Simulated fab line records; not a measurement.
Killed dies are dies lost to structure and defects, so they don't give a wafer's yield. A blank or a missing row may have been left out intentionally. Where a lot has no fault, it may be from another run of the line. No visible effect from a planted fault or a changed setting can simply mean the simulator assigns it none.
Which tool did it? | flow n5-finfet | Sampling: 9 lots, 27 wafers, 5 of 1938 route steps

WHAT THE GAUGES SHOWED, per wafer
N5_HKMG_FIN_INSPECT_14: inspects for defects (macro). Usual: 1.9 for raw-defect-count, sd 1.3.
lot  | measured    | on                | raw-defect-count | flag
L548 | day 4 06:04 | defect-inspect-02 | 3 1 1            |
L550 | day 4 17:10 | defect-inspect-01 | 1 0 1            |
L553 | day 5 14:37 | defect-inspect-01 | 1 1 3            |
L560 | day 7 07:23 | defect-inspect-01 | 2 1 4            |
L561 | day 7 12:16 | defect-inspect-02 | 2 1 1            |
L563 | day 8 00:29 | defect-inspect-02 | 3 1 2            |
L564 | day 8 05:40 | defect-inspect-01 | 2 1 1            |
L569 | day 9 10:42 | defect-inspect-02 | 2 2 2            |
L571 | day 9 23:44 | defect-inspect-01 | 1 2 3            |

N5_BEOL_M4_RC_MEAS_101. Usual: DIBL_N 35.8 mV/V, standard deviation 1.7; DIBL_P 35.3 mV/V, standard deviation 2; IOFF_N 0.150 nA/um, standard deviation 0.026; IOFF_P 0.194 nA/um, standard deviation 0.029; ION_N 667 uA/um, standard deviation 11; ION_P 456 uA/um, standard deviation 7.1; SS_N 71.4 mV/dec, standard deviation 0.65; SS_P 73.1 mV/dec, standard deviation 0.64; VT_N 251 mV, standard deviation 3; VT_P -252 mV, standard deviation 3.2.
lot  | measured     | on        | DIBL_N (mV/V)  | DIBL_P (mV/V)  | IOFF_N (nA/um)    | IOFF_P (nA/um)    | ION_N (uA/um) | ION_P (uA/um) | SS_N (mV/dec)  | SS_P (mV/dec)  | VT_N (mV)   | VT_P (mV)      | flag
L548 | day 9 17:53  | prober-01 | 36.5 32.5 35.6 | 36.8 32.0 36.5 | 0.156 0.103 0.150 | 0.193 0.136 0.190 | 678 649 675   | 461 447 466   | 72.2 70.9 71.2 | 73.0 71.8 74.1 | 253 258 250 | -252 -258 -254 |
L550 | day 10 07:59 | prober-02 | 36.1 36.0 37.7 | 36.4 36.0 37.8 | 0.148 0.150 0.173 | 0.197 0.196 0.228 | 663 671 666   | 452 462 457   | 71.0 71.1 72.4 | 73.3 73.4 74.0 | 252 253 247 | -252 -255 -250 |
L553 | day 11 08:04 | prober-02 | 33.9 31.8 34.2 | 32.9 31.0 33.7 | 0.125 0.097 0.125 | 0.150 0.135 0.157 | 669 644 662   | 448 443 453   | 71.4 69.8 71.0 | 72.4 72.2 72.5 | 255 256 253 | -255 -257 -254 |
L560 | day 13 19:43 | prober-02 | 36.6 35.7 35.0 | 34.3 35.7 32.6 | 0.161 0.151 0.134 | 0.192 0.210 0.162 | 668 677 659   | 456 458 449   | 72.1 72.2 71.6 | 74.2 73.4 72.8 | 251 249 253 | -252 -251 -255 |
L561 | day 12 22:57 | prober-01 | 35.4 36.5 36.5 | 34.1 35.8 34.9 | 0.146 0.153 0.155 | 0.177 0.193 0.184 | 670 656 661   | 454 447 453   | 71.3 72.2 71.7 | 72.7 72.5 73.5 | 251 251 251 | -253 -252 -252 |
L563 | day 14 01:52 | prober-02 | 36.2 37.0 35.2 | 37.5 36.5 35.8 | 0.165 0.162 0.137 | 0.234 0.206 0.201 | 667 678 659   | 458 464 459   | 71.4 71.6 71.2 | 74.2 73.9 73.3 | 244 249 250 | -247 -249 -250 |
L564 | day 14 01:35 | prober-01 | 34.5 34.4 36.1 | 34.0 32.9 35.3 | 0.121 0.116 0.143 | 0.179 0.167 0.204 | 650 656 668   | 454 451 455   | 71.1 70.8 71.9 | 73.7 72.8 72.8 | 254 255 253 | -250 -255 -251 |
L569 | day 15 08:19 | prober-01 | 34.3 36.6 34.5 | 34.8 37.6 35.9 | 0.117 0.153 0.129 | 0.170 0.217 0.184 | 668 666 674   | 463 458 463   | 70.9 71.9 71.3 | 73.4 73.2 73.1 | 255 253 252 | -253 -251 -253 |
L571 | day 15 13:35 | prober-02 | 36.4 32.1 38.1 | 37.8 30.6 38.0 | 0.167 0.103 0.195 | 0.192 0.114 0.186 | 676 649 674   | 457 443 452   | 71.4 70.6 72.7 | 73.8 71.6 73.5 | 247 255 247 | -252 -260 -255 |

TOOL THAT RAN EACH LOT (tool first, then ch and the chambers of the sampled wafers, then the start)
lot  | N5_HKMG_FIN_DESCUM_17              | N5_HKMG_FIN_ETCH_35                | N5_HKMG_FIN_STRIP_89
L548 | rie-diel-01 ch 0,1,2, day 4 06:06  | rie-diel-01 ch 0,1,2, day 4 06:24  | rie-diel-04 ch 0,1,3, day 4 07:35
L550 | rie-diel-01 ch 2,3, day 4 17:12    | rie-diel-01 ch 2,3, day 4 17:30    | rie-diel-04 ch 0,1,3, day 4 18:41
L553 | rie-diel-01 ch 1,3, day 5 14:39    | rie-diel-01 ch 1,3, day 5 14:57    | rie-diel-01 ch 1,2, day 5 16:05
L560 | rie-diel-01 ch 2,3, day 7 07:26    | rie-diel-01 ch 2,3, day 7 07:44    | rie-diel-04 ch 0,3, day 7 08:49
L561 | rie-diel-01 ch 0,2,3, day 7 12:17  | rie-diel-01 ch 0,2,3, day 7 12:35  | rie-diel-04 ch 2,3, day 7 13:40
L563 | rie-diel-03 ch 1,2,3, day 8 00:34  | rie-diel-03 ch 1,2,3, day 8 00:52  | rie-diel-04 ch 2, day 8 01:58
L564 | rie-diel-03 ch 1,2,3, day 8 05:41  | rie-diel-03 ch 1,2,3, day 8 05:59  | rie-diel-04 ch 0,3, day 8 07:04
L569 | rie-diel-03 ch 2,3, day 9 10:44    | rie-diel-03 ch 2,3, day 9 11:02    | rie-diel-03 ch 0,1,3, day 9 12:08
L571 | rie-diel-04 ch 1,2,3, day 10 00:08 | rie-diel-04 ch 1,2,3, day 10 00:27 | rie-diel-03 ch 0,1, day 10 01:40
- N5_HKMG_FIN_DESCUM_17: chemistry O2, time 7.9 s.
- N5_HKMG_FIN_ETCH_35: etches SOC in N2/H2, target depth 215.8 nm, time 243.4 s.
- N5_HKMG_FIN_STRIP_89: strips SOC in N2/H2, time 20 s.

WHAT THE TOOLS THEMSELVES READ (means of the sampled wafers that have a number; where no wafer has one, the mark that the record gives instead)
N5_HKMG_FIN_DESCUM_17. Usual: chamber-pressure-mTorr is 20.004 mTorr with standard deviation 0.018, drypump-motor-current-A is 5.9 A with standard deviation 0.49, oes-product-au is 0.77 a.u. with standard deviation 0.1, rf-vpp-V is 242.8 V with standard deviation 1.4, showerhead-plenum-p-Torr is 2.07 Torr with standard deviation 0.065, temp-c is 40.01 C with standard deviation 0.13, and throttle-valve-pct is 20.47 % with standard deviation 0.29.
lot  | tool        | chamber-pressure-mTorr (mTorr) | drypump-motor-current-A (A) | oes-product-au (a.u.) | rf-vpp-V (V) | showerhead-plenum-p-Torr (Torr) | temp-c (C) | throttle-valve-pct (%) | flag
L548 | rie-diel-01 | 19.993                         | 6.2                         | 0.74                  | 242.1        | 2.08                            | 40.04      | 20.78                  |
L550 | rie-diel-01 | 20.005                         | 6.3                         | 0.88                  | 242.7        | 2.04                            | 40.08      | 20.59                  |
L553 | rie-diel-01 | 19.999                         | 5.9                         | 1.00                  | 242.7        | 2.06                            | 39.97      | 20.13                  |
L560 | rie-diel-01 | 20.014                         | 6.2                         | 0.89                  | 242.3        | 2.05                            | 40.07      | 20.32                  |
L561 | rie-diel-01 | 20.004                         | 6.3                         | 0.80                  | 243.1        | 2.08                            | 39.82      | 20.52                  |
L563 | rie-diel-03 | 19.998                         | 5.7                         | 0.72                  | 243.5        | 2.12                            | 40.00      | 20.34                  |
L564 | rie-diel-03 | 19.996                         | 5.7                         | 0.72                  | 243.5        | 2.11                            | 40.12      | 20.35                  |
L569 | rie-diel-03 | 20.002                         | 5.7                         | 0.74                  | 242.1        | 2.07                            | 39.79      | 20.26                  |
L571 | rie-diel-04 | 20.003                         | 5.7                         | 0.77                  | 242.4        | 2.04                            | 39.95      | 20.41                  |

N5_HKMG_FIN_ETCH_35. Usual: bias-w is 5.003 W with standard deviation 0.014, chamber-pressure-mTorr is 30.000 mTorr with standard deviation 0.027, drypump-motor-current-A is 5.9 A with standard deviation 0.49, oes-product-au is 0.77 a.u. with standard deviation 0.098, rf-vpp-V is 141.3 V with standard deviation 1, showerhead-plenum-p-Torr is 2.51 Torr with standard deviation 0.085, and throttle-valve-pct is 17.8 % with standard deviation 0.33.
lot  | tool        | bias-w (W) | chamber-pressure-mTorr (mTorr) | drypump-motor-current-A (A) | oes-product-au (a.u.) | rf-vpp-V (V) | showerhead-plenum-p-Torr (Torr) | throttle-valve-pct (%) | flag
L548 | rie-diel-01 | 4.996      | 29.986                         | 6.3                         | 0.73                  | 142.0        | 2.53                            | 18.2                   |
L550 | rie-diel-01 | 4.999      | 30.007                         | 6.4                         | 0.86                  | 141.1        | 2.46                            | 17.9                   |
L553 | rie-diel-01 | 5.017      | 29.985                         | 5.9                         | 0.98                  | 141.3        | 2.48                            | 17.4                   |
L560 | rie-diel-01 | 4.770      | 30.011                         | 6.1                         | 0.88                  | 136.6        | 2.46                            | 17.6                   | OFF
L561 | rie-diel-01 | 4.757      | 29.991                         | 6.3                         | 0.79                  | 136.6        | 2.51                            | 17.8                   | OFF
L563 | rie-diel-03 | 4.993      | 29.995                         | 5.7                         | 0.72                  | 142.3        | 2.57                            | 17.8                   |
L564 | rie-diel-03 | 5.001      | 29.995                         | 5.7                         | 0.72                  | 141.3        | 2.56                            | 17.8                   |
L569 | rie-diel-03 | 5.004      | 29.993                         | 5.7                         | 0.75                  | 142.0        | 2.50                            | 17.7                   |
L571 | rie-diel-04 | 5.005      | 29.989                         | 5.7                         | 0.76                  | 141.5        | 2.47                            | 17.8                   |

N5_HKMG_FIN_STRIP_89. Usual: chamber-pressure-mTorr is 49.99 mTorr with standard deviation 0.045, drypump-motor-current-A is 5.8 A with standard deviation 0.49, oes-product-au is 0.76 a.u. with standard deviation 0.092, rf-vpp-V is 54.1 V with standard deviation 0.97, showerhead-plenum-p-Torr is 3.32 Torr with standard deviation 0.11, temp-c is 40.01 C with standard deviation 0.11, and throttle-valve-pct is 19.1 % with standard deviation 0.41.
lot  | tool        | chamber-pressure-mTorr (mTorr) | drypump-motor-current-A (A) | oes-product-au (a.u.) | rf-vpp-V (V) | showerhead-plenum-p-Torr (Torr) | temp-c (C) | throttle-valve-pct (%) | flag
L548 | rie-diel-04 | 49.99                          | 5.9                         | 0.72                  | 54.4         | 3.35                            | 40.04      | 19.1                   |
L550 | rie-diel-04 | 49.95                          | 5.9                         | 0.72                  | 54.0         | 3.35                            | 40.02      | 19.2                   |
L553 | rie-diel-01 | 49.99                          | 6.3                         | 0.83                  | 54.1         | 3.26                            | 39.97      | 19.5                   |
L560 | rie-diel-04 | 49.98                          | 5.5                         | 0.71                  | 53.5         | 3.24                            | 39.98      | 19.0                   |
L561 | rie-diel-04 | 50.01                          | 5.3                         | 0.70                  | 54.1         | 3.18                            | 40.08      | 18.9                   |
L563 | rie-diel-04 | 49.96                          | 5.6                         | 0.71                  | 53.4         | 3.21                            | 39.92      | 19.4                   |
L564 | rie-diel-04 | 49.98                          | 5.5                         | 0.71                  | 53.6         | 3.24                            | 40.06      | 19.0                   |
L569 | rie-diel-03 | 49.96                          | 5.8                         | 0.78                  | 54.0         | 3.38                            | 39.93      | 19.1                   |
L571 | rie-diel-03 | 49.97                          | 5.3                         | 0.85                  | 54.7         | 3.36                            | 40.01      | 18.9                   |

THE ANSWER, worked out from the rows above alone
Rule: a lot is off if the mean of its wafers that have a number lies more than 3 standard deviations from the usual mean. Also off: a lot with no number at a reading for which 4 or more lots have one. Where the step has rows for the other lots, those lots are counted as sound. After the gauges, taken in route order, come the tools' own readings; for these a lot's mean is taken, as printed above. At the first step where some lot is off, the reading lying furthest off is the one used; lots without a number count as furthest.
Off: L560, L561, at N5_HKMG_FIN_ETCH_35 (bias-w).
A tool fits if, at that step or a process step before it, it ran every lot that is off, and no sound lot after the first of them. One fits: N5_HKMG_FIN_DESCUM_17 and N5_HKMG_FIN_ETCH_35 on rie-diel-01. At N5_HKMG_FIN_DESCUM_17 its last sound lot is L553 (day 5 14:39), its first lot that is off L560 (day 7 07:26): a fault that began between those two fits.

WHAT THE SIMULATOR HAD INSERTED
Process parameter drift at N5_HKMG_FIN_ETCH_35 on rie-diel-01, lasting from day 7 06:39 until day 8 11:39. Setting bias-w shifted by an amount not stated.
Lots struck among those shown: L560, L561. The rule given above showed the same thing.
